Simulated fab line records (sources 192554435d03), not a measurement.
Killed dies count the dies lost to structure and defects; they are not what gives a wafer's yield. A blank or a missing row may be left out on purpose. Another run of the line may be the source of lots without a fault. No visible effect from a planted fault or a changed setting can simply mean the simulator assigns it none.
Which tool was responsible?	flow n5Finfet	Sampling: 9 lots, 27 wafers, 5 of 1938 route steps

WHAT THE GAUGES SHOWED, per wafer
N5_SD_EPI_N_OVL_MEAS_10. Usual: for SD_N_BLK_OVL the level is -0.3 nm and the standard deviation is 0.64.
lot	measured	on	SD_N_BLK_OVL (nm)	flag
L436	day 3 11:54	overlay-02	-1.0 -0.2 -1.7	
L439	day 4 06:50	overlay-02	-0.2 -0.2 -1.1	
L440	day 4 12:50	overlay-02	-0.1 0.5 0.4	
L441	day 4 18:50	overlay-01	0.1 -0.4 0.5	
L442	day 5 02:26	overlay-02	-0.4 0.4 0.4	
L445	day 5 21:23	overlay-02	-0.7 0.0 0.2	
L451	day 7 07:06	overlay-02	-0.1 -0.3 1.3	
L453	day 7 17:15	overlay-01	-0.3 -1.0 -0.7	
L457	day 9 00:33	overlay-02	-0.2 -0.9 -0.3	

N5_BEOL_M4_RC_MEAS_101. Usual: DIBL_N 36.3 mV/V, standard deviation 1.1; DIBL_P 36.3 mV/V, standard deviation 1.4; IOFF_N 0.155 nA/um, standard deviation 0.019; IOFF_P 0.211 nA/um, standard deviation 0.027; ION_N 672 uA/um, standard deviation 8.5; ION_P 462 uA/um, standard deviation 5.8; SS_N 71.5 mV/dec, standard deviation 0.56; SS_P 73.3 mV/dec, standard deviation 0.52; VT_N 249.9 mV, standard deviation 2.5; VT_P -249.8 mV, standard deviation 2.8.
lot	measured	on	DIBL_N (mV/V)	DIBL_P (mV/V)	IOFF_N (nA/um)	IOFF_P (nA/um)	ION_N (uA/um)	ION_P (uA/um)	SS_N (mV/dec)	SS_P (mV/dec)	VT_N (mV)	VT_P (mV)	flag
L436	day 10 12:52	prober-01	35.6 34.9 35.7	36.9 35.4 35.9	0.152 0.134 0.153	0.178 0.170 0.178	669 670 671	451 456 455	71.1 71.3 72.0	73.6 73.3 73.3	248.7 249.2 251.5	-253.7 -252.4 -253.4	
L439	day 11 10:13	prober-01	36.3 34.8 36.3	36.4 33.7 35.6	0.166 0.135 0.171	0.199 0.167 0.199	684 677 691	462 463 465	71.2 71.3 71.8	73.6 72.6 73.6	248.7 252.9 248.2	-252.6 -251.8 -250.2	
L440	day 11 17:12	prober-01	38.0 37.0 37.8	36.8 36.1 36.5	0.165 0.151 0.166	0.207 0.196 0.200	667 676 680	454 456 455	71.7 70.8 71.3	73.4 72.4 73.5	248.1 249.1 249.3	-253.2 -252.9 -253.1	
L441	day 13 01:34	prober-02	36.7 37.7 36.1	37.0 37.7 34.9	0.176 0.182 0.156	0.217 0.223 0.183	688 677 670	466 459 456	71.6 72.3 71.0	74.0 73.2 73.2	250.5 245.9 249.7	-248.3 -247.1 -251.6	
L442	day 17 15:38	prober-02	35.7 35.8 36.2	35.6 36.2 36.6	0.133 0.137 0.144	0.184 0.190 0.195	669 663 668	460 463 461	71.4 71.3 71.4	73.3 72.7 73.2	250.3 252.1 250.7	-253.3 -253.4 -251.7	
L445	day 14 12:06	prober-01	37.2 38.5 36.4	36.9 38.1 36.1	0.151 0.178 0.139	0.183 0.206 0.181	670 664 658	455 452 447	71.2 72.3 71.2	73.8 73.0 73.0	251.3 250.4 253.2	-253.2 -249.8 -252.0	
L451	day 16 16:17	prober-01	36.3 36.7 35.7	36.6 36.6 35.8	0.168 0.178 0.158	0.226 0.231 0.221	687 688 690	470 471 471	71.9 71.6 71.9	73.7 74.1 73.8	247.1 243.7 247.6	-248.9 -246.9 -246.9	
L453	day 17 07:20	prober-02	36.7 37.0 35.8	36.8 37.5 35.6	0.160 0.168 0.143	0.218 0.219 0.199	677 684 665	467 468 463	71.3 70.9 71.3	73.0 72.6 73.0	248.6 249.9 249.8	-247.3 -248.5 -250.6	
L457	day 16 04:41	prober-02	37.2 38.7 37.2	36.6 36.8 35.6	0.171 0.196 0.161	0.241 0.250 0.223	678 671 674	467 461 464	72.2 72.8 71.9	73.7 73.2 73.3	251.6 246.3 247.5	-246.2 -246.9 -249.5	

TOOL THAT RAN EACH LOT (tool first, then ch and the chambers of the sampled wafers, then the start)
lot	N5_SD_EPI_N_ETCH_34	N5_SD_EPI_N_SD_RECESS_17	N5_SD_EPI_N_EPI_21
L436	rieDiel-05 ch 0,2,3, day 3 11:59	rieSi-01 ch 0,1,2, day 3 12:39	epiRpcvd-04 ch 0, day 3 15:05
L439	rieDiel-02 ch 1,2,3, day 4 06:56	rieSi-01 ch 0,1,3, day 4 07:35	epiRpcvd-04 ch 0, day 4 08:49
L440	rieDiel-05 ch 0,2,3, day 4 12:55	rieSi-03 ch 0,1,3, day 4 13:34	epiRpcvd-04 ch 0, day 4 15:29
L441	rieDiel-02 ch 0,1,2, day 4 18:57	rieSi-01 ch 0,1,2, day 4 19:36	epiRpcvd-04 ch 0, day 4 20:46
L442	rieDiel-02 ch 0,1, day 5 02:32	rieSi-01 ch 0,3, day 5 03:11	epiRpcvd-04 ch 0, day 5 04:21
L445	rieDiel-02 ch 0,2,3, day 5 21:29	rieSi-01 ch 1,2,3, day 5 22:08	epiRpcvd-01 ch 0, day 5 23:24
L451	rieDiel-04 ch 0,2,3, day 7 07:17	rieSi-05 ch 0,1,3, day 7 07:57	epiRpcvd-02 ch 0, day 7 08:57
L453	rieDiel-05 ch 0,3, day 7 17:44	rieSi-03 ch 0,2, day 7 18:23	epiRpcvd-02 ch 0, day 7 19:23
L457	rieDiel-04 ch 0,2, day 9 00:46	rieSi-01 ch 1,3, day 9 01:25	epiRpcvd-04 ch 0, day 9 02:58
- N5_SD_EPI_N_ETCH_34: etches SiARC in CF4, target depth 45.5 nm, time 75.8 s.
- N5_SD_EPI_N_SD_RECESS_17: chemistry HBr/Cl2/O2, target depth 41 nm, time 23.7 s, bt time 3 s.
- N5_SD_EPI_N_EPI_21: deposits Si:P, time 690 s.

WHAT THE TOOLS THEMSELVES READ (means of the sampled wafers that have a number; where no wafer has one, the mark that the record gives instead)
N5_SD_EPI_N_ETCH_34. Usual: for biasW, 35.99 W with a standard deviation of 0.1; for drypumpMotorCurrentA, 5.8 A with a standard deviation of 0.43; for etchRfOnTimeS, 76.1 s with a standard deviation of 1; for oesProductAu, 0.65 a.u. with a standard deviation of 0.069; for rfVppV, 184.3 V with a standard deviation of 1.3; for showerheadPlenumPTorr, 2.16 Torr with a standard deviation of 0.078; for throttleValvePct, 15.71 % with a standard deviation of 0.15.
lot	tool	biasW (W)	drypumpMotorCurrentA (A)	etchRfOnTimeS (s)	oesProductAu (a.u.)	rfVppV (V)	showerheadPlenumPTorr (Torr)	throttleValvePct (%)	flag
L436	rieDiel-05	35.99	6.2	76.0	0.62	185.0	2.21	15.81	
L439	rieDiel-02	35.94	5.7	76.3	0.68	183.8	2.18	15.62	
L440	rieDiel-05	35.94	6.2	75.8	0.62	184.8	2.21	15.83	
L441	rieDiel-02	35.93	5.6	75.5	0.67	184.8	2.18	15.57	
L442	rieDiel-02	36.01	5.7	75.7	0.65	184.6	2.17	15.57	
L445	rieDiel-02	35.99	5.6	75.1	0.67	184.7	2.12	15.63	
L451	rieDiel-04	35.93	5.5	76.1	0.59	183.2	2.12	15.81	
L453	rieDiel-05	35.84	6.5	77.6	0.66	185.3	2.20	15.65	
L457	rieDiel-04	36.04	5.8	74.6	0.75	184.9	2.23	15.52	

N5_SD_EPI_N_SD_RECESS_17. Usual: biasW 112.0 W, standard deviation 0.36; drypumpMotorCurrentA 5.9 A, standard deviation 0.42; heBacksideLeakSccm 2.75 sccm, standard deviation 0.23; oesProductAu 0.999 a.u., standard deviation 0.018; throttleValvePct 37.19 %, standard deviation 0.24.
lot	tool	biasW (W)	drypumpMotorCurrentA (A)	heBacksideLeakSccm (sccm)	oesProductAu (a.u.)	throttleValvePct (%)	flag
L436	rieSi-01	111.9	5.3	2.95	0.989	37.15	
L439	rieSi-01	112.1	5.3	2.85	1.006	37.40	
L440	rieSi-03	111.7	6.3	2.57	1.002	37.37	
L441	rieSi-01	112.1	5.3	2.93	0.994	37.18	
L442	rieSi-01	112.0	5.5	2.90	1.002	37.49	
L445	rieSi-01	112.0	5.6	2.75	0.985	37.13	
L451	rieSi-05	111.5	6.0	2.88	0.993	37.00	
L453	rieSi-03	112.1	5.8	2.52	0.997	37.27	
L457	rieSi-01	111.9	5.6	3.00	0.998	37.37	

N5_SD_EPI_N_EPI_21. Usual: susceptorTempC 680.0 C, standard deviation 0.32; susceptor_temp_C_max 681.6, standard deviation 0.71.
lot	tool	susceptorTempC (C)	susceptor_temp_C_max	flag
L436	epiRpcvd-04	679.9	681.3	
L439	epiRpcvd-04	679.7	681.2	
L440	epiRpcvd-04	679.8	681.1	
L441	epiRpcvd-04	679.7	681.1	
L442	epiRpcvd-04	680.0	681.4	
L445	epiRpcvd-01	679.6	680.9	
L451	epiRpcvd-02	680.4	682.4	
L453	epiRpcvd-02	679.9	682.6	
L457	epiRpcvd-04	679.8	681.3	

THE ANSWER, worked out from the rows above alone
Rule: a lot is off if the mean of its wafers that have a number lies more than 3 standard deviations from the usual mean. A lot without any number at a reading at which 4 lots or more have one is off too. Where the step has rows for the other lots, those lots are counted as sound. The gauges are gone through in route order, then the tools' own readings, and for those a lot's mean is taken as printed above. At the first step where some lot is off, the reading lying furthest off is the one used; lots without a number count as furthest.
No lot is off at any reading shown: from this, nothing can be told.

WHAT THE SIMULATOR HAD PUT IN
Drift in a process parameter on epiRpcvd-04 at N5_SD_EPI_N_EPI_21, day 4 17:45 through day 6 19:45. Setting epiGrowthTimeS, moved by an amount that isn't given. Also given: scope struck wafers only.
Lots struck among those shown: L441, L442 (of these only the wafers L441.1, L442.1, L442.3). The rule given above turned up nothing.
